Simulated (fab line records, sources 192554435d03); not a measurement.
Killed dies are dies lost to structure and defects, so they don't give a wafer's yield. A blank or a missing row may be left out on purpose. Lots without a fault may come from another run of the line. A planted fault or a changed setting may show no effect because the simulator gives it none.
fab line records | flow n5_finfet | part 1 of 2: steps 1 to 18 of 19
record lots=7 wafers=21 last_day=17
route steps=1938 shown PMOS_HMC_CHANNEL_EPI@66 BEOL_M4@1111 PASSIVATION@1936
lots that met no fault: from a run of the same line without faults
start_h: hours from the record's first day to the start of the lot's first wafer shown | wait_h: hours since the lot's step before | " the same as in the row above | L1.1+2: a row that stands for several wafers | - no value, or no start given | * or withheld: withheld | < > ~ a bound
route shown NAME@n: a module of which the file shows steps, and the number in the route of the first | usual: mean/standard deviation of fault-free wafers | same: alike in all rows | chamber/n: place in a boat | sites: the reading at each site | _std_site: their standard deviation | _edge_site: outer sites' mean less inner sites' | radius_mm: how far each site lies from the wafer's centre | mask NAME#n: copy n | behind: the tool/chamber that last shaped the wafer | hold: why the lot was held/for how many hours/how that ended | device: the transistor (n, p or np) that didn't switch | end of line: the same wafers' tests at the end of the route | a step without rows: its recipe alone | killed: dies lost to structure and defects at the first sort, not the wafer's yield | map: a wafer's dies, x killed, . not, _ none there
set.NAME: the setting as run; set.NAME@STEP: as run at that earlier step | model.NAME: the simulator's own value behind a step, which no gauge read
lots at some steps of the route; a table a step, a row a wafer
services: from which hour (start_h, from the record's first day; less than 0 if before it) a tool's chamber was out of use, for how many hours, and why
## steps
# step N5_PMOS_HMC_CHANNEL_EPI_OVL_MEAS_10
# recipe points_per_wafer=44
# usual PMOS_HMC_BLK_OVL=0.4/0.65
# same points_per_wafer=44
# columns lot.wafer tool chamber start_h wait_h PMOS_HMC_BLK_OVL[nm]
L553.1 overlay-01 0 23.42 0.0 0.8
L553.5 " 0 " " 1.3
L553.6 " 0 " " 0.5
L557.2 overlay-02 0 47.63 0.0 1.4
L557.3 " 0 " " -0.5
L557.6 " 0 " " 1.6
L558.1 overlay-01 0 53.33 0.0 -0.2
L558.4 " 0 " " 1.6
L558.5 " 0 " " 0.2
L559.2 overlay-02 0 59.12 0.0 0.9
L559.4 " 0 " " 0.8
L559.5 " 0 " " -0.1
L566.2 overlay-01 0 101.17 0.0 -1.0
L566.3 " 0 " " 0.6
L566.6 " 0 " " 0.5
L567.3 overlay-01 0 107.46 0.0 -0.4
L567.4 " 0 " " 0.1
L567.5 " 0 " " 0.5
L570.3 overlay-02 0 125.29 0.0 0.4
L570.4 " 0 " " 1.1
L570.6 " 0 " " 0.8
# step N5_PMOS_HMC_CHANNEL_EPI_INSPECT_11
# recipe mode=adi inspect_instrument=macro
# usual raw_defect_count=2.2/1.6
# columns lot.wafer tool chamber start_h wait_h raw_defect_count
L553.1 defect_inspect-01 - 23.45 0.0 2
L553.5 " - " " 0
L553.6 " - " " 5
L557.2 defect_inspect-02 - 47.65 0.0 4
L557.3 " - " " 2
L557.6 " - " " 0
L558.1 defect_inspect-01 - 53.36 0.0 1
L558.4 " - " " 0
L558.5 " - " " 1
L559.2 defect_inspect-01 - 59.14 0.0 5
L559.4 " - " " 1
L559.5 " - " " 2
L566.2 defect_inspect-02 - 101.19 0.0 1
L566.3 " - " " 0
L566.6 " - " " 1
L567.3 defect_inspect-02 - 107.48 0.0 2
L567.4 " - " " 2
L567.5 " - " " 0
L570.3 defect_inspect-01 - 125.31 0.0 5
L570.4 " - " " 1
L570.6 " - " " 5
# step N5_PMOS_HMC_CHANNEL_EPI_DESCUM_14
# recipe chemistry=O2 time_s=7.9 source_power_w=50 bias_power_w=20 pressure_mtorr=20 rf_frequency_hz=2.712e+07 temp_c=40 resist=CAR-ArF-block o2_flow_sccm=225
# step N5_PMOS_HMC_CHANNEL_EPI_ETCH_32
# recipe chemistry=N2/H2 target=BARC stop_on=SiO2 target_depth_a=858 over_etch_frac=0.3 time_s=50.3 ion_energy_ev=200 mask_material=CAR-ArF-block pressure_mtorr=30 source_w=840 bias_w=150 n2_flow_sccm=200 h2_flow_sccm=200
# usual drypump_motor_current_A=5.8/0.41 oes_product_au=0.68/0.063 rf_vpp_V=524.0/2.4 showerhead_plenum_p_Torr=2.54/0.089 throttle_valve_pct=17.83/0.19
# same time_s=50.3
# columns lot.wafer tool chamber start_h wait_h drypump_motor_current_A oes_product_au rf_hours_counter_h rf_vpp_V showerhead_plenum_p_Torr throttle_valve_pct
L553.1 rie_diel-05 2 23.52 0.0 5.3 0.73 59 525.0 2.60 18.05
L553.5 " 3 " " 6.2 0.64 - 526.7 2.64 17.88
L553.6 " 0 " " 6.0 0.61 - 525.5 2.62 18.19
L557.2 rie_diel-04 1 47.72 0.0 5.8 0.80 8 527.7 2.71 17.78
L557.3 " 2 " " 5.6 0.59 228 520.5 2.40 17.76
L557.6 " 1 " " 5.8 0.79 - 529.1 2.71 17.80
L558.1 rie_diel-01 1 53.48 0.0 6.3 0.79 13 522.2 2.50 17.60
L558.4 " 2 " " 5.1 0.73 55 522.5 2.47 17.82
L558.5 " 2 " " 5.2 0.74 - 521.5 2.47 17.84
L559.2 rie_diel-04 0 59.21 0.0 5.1 0.67 122 526.0 2.53 17.59
L559.4 " 3 " " 5.7 0.60 - 521.9 2.40 17.85
L559.5 " 0 " " 5.1 0.66 - 523.2 2.53 17.59
L566.2 rie_diel-05 2 101.26 0.0 5.3 0.70 82 525.0 2.59 18.10
L566.3 " 3 " " 6.2 0.62 197 526.7 2.63 17.92
L566.6 " 1 " " 6.1 0.70 - 521.1 2.46 17.81
L567.3 rie_diel-04 1 107.55 0.0 5.9 0.77 24 528.5 2.71 17.82
L567.4 " 3 " " 5.7 0.60 225 520.8 2.39 17.89
L567.5 " 1 " " 5.9 0.76 - 529.6 2.71 17.83
L570.3 rie_diel-01 2 125.38 0.0 5.2 0.71 79 519.9 2.46 17.87
L570.4 " 2 " " 5.1 0.71 - 521.6 2.46 17.87
L570.6 " 1 " " 6.3 0.75 - 523.5 2.49 17.65
# step N5_PMOS_HMC_CHANNEL_EPI_HM_OPEN_15
# recipe chemistry=CHF3/O2 target=SiO2 mask_material=CAR-ArF-block target_depth_a=406 CHF3_flow_sccm=50 O2_flow_sccm=5 Ar_flow_sccm=200 time_s=20.3 pressure_mtorr=30 source_w=650 bias_w=170 ion_energy_ev=200
# usual CHF3_flow_sccm=50.01/0.13 drypump_motor_current_A=5.8/0.41 oes_product_au=0.79/0.077 rf_vpp_V=521/10 showerhead_plenum_p_Torr=2.41/0.073 throttle_valve_pct=18.88/0.15
# same time_s=20.3
# columns lot.wafer tool chamber start_h wait_h CHF3_flow_sccm drypump_motor_current_A oes_product_au rf_hours_counter_h rf_vpp_V showerhead_plenum_p_Torr throttle_valve_pct
L553.1 rie_diel-05 2 23.56 0.0 49.96 5.3 0.85 59 543 2.44 18.97
L553.5 " 3 " " 49.68 6.2 0.76 - 509 2.48 18.78
L553.6 " 0 " " 50.02 5.9 0.69 - 533 2.48 19.10
L557.2 rie_diel-04 1 47.76 0.0 49.88 5.8 0.94 8 528 2.56 18.82
L557.3 " 2 " " 50.00 5.6 0.68 228 527 2.29 18.93
L557.6 " 1 " " 49.91 5.8 0.95 - 525 2.56 18.82
L558.1 rie_diel-01 1 53.52 0.0 50.12 6.3 0.92 13 510 2.38 18.55
L558.4 " 2 " " 50.09 5.2 0.85 55 513 2.37 18.95
L558.5 " 2 " " 49.87 5.1 0.86 - 514 2.37 18.95
L559.2 rie_diel-04 0 59.25 0.0 50.23 5.1 0.79 122 511 2.43 18.82
L559.4 " 3 " " 50.22 5.7 0.70 - 521 2.29 18.95
L559.5 " 0 " " 49.91 5.1 0.79 - 511 2.43 18.83
L566.2 rie_diel-05 2 101.30 0.0 49.97 5.3 0.81 82 543 2.43 19.02
L566.3 " 3 " " 49.90 6.3 0.73 197 507 2.47 18.81
L566.6 " 1 " " 50.12 6.1 0.81 - 519 2.35 18.98
L567.3 rie_diel-04 1 107.59 0.0 50.04 5.8 0.91 24 526 2.55 18.85
L567.4 " 3 " " 50.08 5.7 0.69 225 520 2.28 18.97
L567.5 " 1 " " 50.18 5.9 0.91 - 525 2.55 18.84
L570.3 rie_diel-01 2 125.42 0.0 49.80 5.1 0.84 79 515 2.36 18.98
L570.4 " 2 " " 50.07 5.2 0.84 - 513 2.36 18.97
L570.6 " 1 " " 49.99 6.3 0.87 - 511 2.37 18.60
# step N5_PMOS_HMC_CHANNEL_EPI_STRIP_33
# recipe chemistry=N2/H2 power_w=500 temp_c=40 pressure_mtorr=50 rf_frequency_hz=6e+07 overash_fraction=0.3 bias_power_w=8 h2_frac=0.5 n2_flow_sccm=300 h2_flow_sccm=300
# step N5_PMOS_HMC_CHANNEL_EPI_STRIP_17
# recipe chemistry=SPM time_s=750 temp_c=130 h2so4_h2o2_vol_ratio=4 dry=ipa_marangoni
# step N5_PMOS_HMC_CHANNEL_EPI_ETCH_38
# recipe chemistry=CF4 target=SiO2 target_depth_a=15 ion_energy_ev=350 pressure_mtorr=10 icp_w=800 bias_w=400 cf4_flow_sccm=80
# usual drypump_motor_current_A=5.8/0.49 oes_product_au=0.998/0.012 throttle_valve_pct=21.69/0.26
# columns lot.wafer tool chamber start_h wait_h drypump_motor_current_A oes_product_au rf_hours_counter_h throttle_valve_pct
L553.1 rie_si-02 0 23.94 0.0 5.4 1.007 32 21.19
L553.5 " 3 " " 6.1 1.009 - 21.49
L553.6 " 0 " " 5.4 1.006 - 21.20
L557.2 rie_si-01 2 48.12 0.0 6.1 0.988 10 22.04
L557.3 " 0 " " 5.3 0.991 134 21.65
L557.6 " 1 " " 6.5 0.993 - 21.60
L558.1 rie_si-02 2 53.88 0.0 5.7 0.985 103 21.79
L558.4 " 3 " " 6.1 1.009 31 21.50
L558.5 " 2 " " 5.7 1.001 - 21.81
L559.2 rie_si-03 1 59.61 0.0 5.4 0.985 186 21.41
L559.4 " 2 " " 5.0 1.018 - 21.70
L559.5 " 0 " " 5.7 0.994 - 21.97
L566.2 rie_si-01 3 101.66 0.0 6.7 1.012 30 22.04
L566.3 " 1 " " 6.5 0.990 86 21.58
L566.6 " 0 " " 5.3 1.001 - 21.67
L567.3 rie_si-02 0 107.95 0.0 5.4 1.005 33 21.19
L567.4 " 2 " " 5.7 0.992 104 21.80
L567.5 " 3 " " 6.0 1.020 - 21.51
L570.3 rie_si-02 3 125.78 0.0 6.1 1.004 32 21.50
L570.4 " 1 " " 5.3 0.974 195 21.98
L570.6 " 0 " " 5.4 0.998 - 21.20
# step N5_PMOS_HMC_CHANNEL_EPI_FIN_RECESS_16
# recipe chemistry=HBr/Cl2 target=Si mask_material=SiO2 target_depth_a=540 time_s=18 pressure_mtorr=10 icp_w=800 bias_w=75 HBr_flow_sccm=150 Cl2_flow_sccm=80
# usual drypump_motor_current_A=5.8/0.49 oes_product_au=1.001/0.012 throttle_valve_pct=35.30/0.27
# same time_s=18
# columns lot.wafer tool chamber start_h wait_h drypump_motor_current_A oes_product_au rf_hours_counter_h throttle_valve_pct
L553.1 rie_si-02 0 23.96 0.0 5.4 1.015 32 34.79
L553.5 " 3 " " 6.1 1.004 - 35.15
L553.6 " 0 " " 5.4 1.006 - 34.77
L557.2 rie_si-01 2 48.14 0.0 6.1 0.995 10 35.67
L557.3 " 0 " " 5.3 1.002 134 35.22
L557.6 " 1 " " 6.5 0.997 - 35.28
L558.1 rie_si-02 2 53.90 0.0 5.7 0.997 103 35.51
L558.4 " 3 " " 6.1 1.008 31 35.16
L558.5 " 2 " " 5.7 1.000 - 35.50
L559.2 rie_si-03 1 59.63 0.0 5.4 1.003 186 34.91
L559.4 " 2 " " 5.1 1.008 - 35.30
L559.5 " 0 " " 5.7 1.013 - 35.55
L566.2 rie_si-01 3 101.68 0.0 6.7 1.030 30 35.63
L566.3 " 1 " " 6.5 0.999 86 35.29
L566.6 " 0 " " 5.3 1.003 - 35.23
L567.3 rie_si-02 0 107.97 0.0 5.4 1.004 33 34.78
L567.4 " 2 " " 5.7 0.995 104 35.51
L567.5 " 3 " " 6.1 1.008 - 35.15
L570.3 rie_si-02 3 125.80 0.0 6.1 1.003 32 35.16
L570.4 " 1 " " 5.4 0.983 195 35.37
L570.6 " 0 " " 5.4 1.004 - 34.79
# step N5_PMOS_HMC_CHANNEL_EPI_PRECLEAN_36
# recipe chemistry=O3/DIW time_s=45 temp_c=22 o3_ppm=10
# step N5_PMOS_HMC_CHANNEL_EPI_PRECLEAN_18
# recipe chemistry=DHF time_s=30 temp_c=25 dilution=withheld
# step N5_PMOS_HMC_CHANNEL_EPI_SRD_19
# recipe dry=ipa_marangoni do_ppb=5 time_s=30 temp_c=23 rinse_liquid=diw
# step N5_PMOS_HMC_CHANNEL_EPI_EPI_20
# recipe material=SiGe30 mask_material=SiO2 pressure_torr=20 target_thk_a=590 temp_c=600
# usual chamber_pressure_Torr=20.00/0.043 lamp_inner_pct=13.29/0.17
# columns lot.wafer tool chamber start_h wait_h chamber_pressure_Torr lamp_inner_pct
L553.1 epi_rpcvd-02 0 24.13 0.0 20.02 13.44
L553.5 " 0 " " 20.01 13.42
L553.6 " 0 " " 19.96 13.49
L557.2 epi_rpcvd-02 - 48.58 0.3 - -
L557.3 " - " " - -
L557.6 " - " " - -
L558.1 epi_rpcvd-01 - 54.08 0.0 - -
L558.4 " - " " - -
L558.5 " - " " - -
L559.2 epi_rpcvd-04 - 60.01 0.2 - -
L559.4 " - " " - -
L559.5 " - " " - -
L566.2 epi_rpcvd-01 0 102.05 0.2 19.99 13.37
L566.3 " 0 " " 20.02 13.53
L566.6 " 0 " " 19.90 13.36
L567.3 epi_rpcvd-02 0 108.54 0.4 19.98 13.30
L567.4 " 0 " " 20.02 13.35
L567.5 " 0 " " 20.01 13.33
L570.3 epi_rpcvd-01 0 126.38 0.4 19.97 13.45
L570.4 " 0 " " 20.04 13.35
L570.6 " 0 " " 19.90 13.49
# step N5_PMOS_HMC_CHANNEL_EPI_HM_STRIP_35
# recipe chemistry=dHF temp_c=25 material=SiO2 target=SiO2 target_depth_a=396 time_s=216
# step N5_PMOS_HMC_CHANNEL_EPI_SRD_39
# recipe dry=ipa_marangoni time_s=30 temp_c=23 rinse_liquid=diw
# step N5_PMOS_HMC_CHANNEL_EPI_CMP_21
# recipe material=SiGe30 post_cmp_clean=alkaline_brush target_thk_nm=54
# usual motor_current_A=12.4/1.2 pad_life_wafers=1061/700
# columns lot.wafer tool chamber start_h wait_h motor_current_A pad_life_wafers
L553.1 cmp-01 0 25.58 0.1 11.4 1851
L553.5 " 1 " " 11.7 -
L553.6 " 2 " " 12.3 -
L557.3 cmp-01 2 50.04 0.0 11.9 2040
L557.2 " 3 " " 12.1 2041
L557.6 " 2 " " 12.3 -
L558.1 cmp-03 1 55.81 0.0 13.8 810
L558.4 " 2 " " 14.3 811
L558.5 " 1 " " 14.8 -
L559.2 cmp-03 2 61.22 0.1 13.2 860
L559.4 " 3 " " 14.0 861
L559.5 " 0 " " 11.9 -
L566.2 cmp-02 2 103.18 0.0 12.7 1752
L566.3 " 1 " " 12.2 1755
L566.6 " 2 " " 12.3 -
L567.3 cmp-01 3 109.48 0.0 12.1 288
L567.4 " 0 " " 10.2 289
L567.5 " 0 " " 11.0 -
L570.3 cmp-01 0 127.35 0.1 10.4 427
L570.4 " 2 " " 12.3 429
L570.6 " 3 " " 11.5 -
# step N5_PMOS_HMC_CHANNEL_EPI_PRECLEAN_40
# recipe chemistry=DHF time_s=30 temp_c=25 dilution=withheld
# step N5_BEOL_M4_RC_MEAS_101
# usual DIBL_N=36.5/1.7 DIBL_P=36.3/2.1 IOFF_N=0.16/0.036 IOFF_P=0.21/0.037 ION_N=676/12 ION_P=462/7.6 SS_N=71.5/0.68 SS_P=73.3/0.63 VT_N=249/3.5 VT_P=-250/3.5
# columns lot.wafer tool chamber start_h wait_h DIBL_N[mV/V] DIBL_P[mV/V] IOFF_N[nA/um] IOFF_P[nA/um] ION_N[uA/um] ION_P[uA/um] SS_N[mV/dec] SS_P[mV/dec] VT_N[mV] VT_P[mV]
L553.1 prober-02 0 183.97 0.0 37.3 36.8 0.18 0.22 674 463 71.2 73.4 249 -248
L553.5 " 0 " " 36.3 35.5 0.16 0.21 677 464 71.3 72.6 248 -249
L553.6 " 0 " " 39.0 38.2 0.21 0.24 685 459 71.9 74.2 246 -249
L566.2 prober-02 0 251.75 0.2 40.0 41.2 0.30 0.30 700 468 72.7 74.5 239 -247
L566.3 " 0 " " 35.3 35.6 0.16 0.19 685 459 72.0 72.3 248 -253
L566.6 " 0 " " 35.2 36.5 0.16 0.20 683 465 72.4 72.7 248 -253
L567.3 prober-02 0 264.86 0.3 34.2 33.4 0.12 0.17 672 452 71.2 72.9 253 -256
L567.4 " 0 " " 32.4 32.4 0.10 0.16 642 452 70.6 72.3 258 -253
L567.5 " 0 " " 32.5 32.3 0.10 0.16 668 457 70.8 72.6 256 -253
L570.3 prober-02 0 282.47 0.3 39.6 41.4 0.28 0.32 696 475 73.6 74.2 243 -245
L570.4 " 0 " " 36.1 36.9 0.17 0.21 681 464 72.4 74.3 248 -252
L570.6 " 0 " " 35.7 37.0 0.18 0.23 688 469 71.5 73.4 248 -249
## key
first_sign step=N5_PMOS_HMC_CHANNEL_EPI_EPI_20 reading=tool_record direction=missing
effect step=N5_PASSIVATION_PROBE_49 reading=killed_at_front_end direction=up sigmas=92 usual=39 struck=1167
met_at N5_PMOS_HMC_CHANNEL_EPI_EPI_20
struck_wafers L557.2,L557.3,L557.6,L558.1,L558.4,L558.5,L559.2,L559.4,L559.5
later_rows_left_out L557.2,L557.3,L557.6,L558.1,L558.4,L558.5,L559.2,L559.4,L559.5
tester_left_out L557,L558,L559
onset_between 24.13 48.58
fault kind=skipped_step_whole tool=epi_rpcvd-01,epi_rpcvd-02,epi_rpcvd-04 chamber=- onset_h=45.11 steps=N5_PMOS_HMC_CHANNEL_EPI_EPI_20 scope=struck_lots_only
# tester_left_out: of these lots the tester's yield and bins aren't shown, on N5 and GAA mostly nor the transistor test; their killed dies are dies lost to structure and defects alone, not to doping, threshold or leakage, so they don't give the yield
# later_rows_left_out: the simulator's readings of these wafers behind a module that went badly wrong aren't trusted and aren't shown, but for the sort
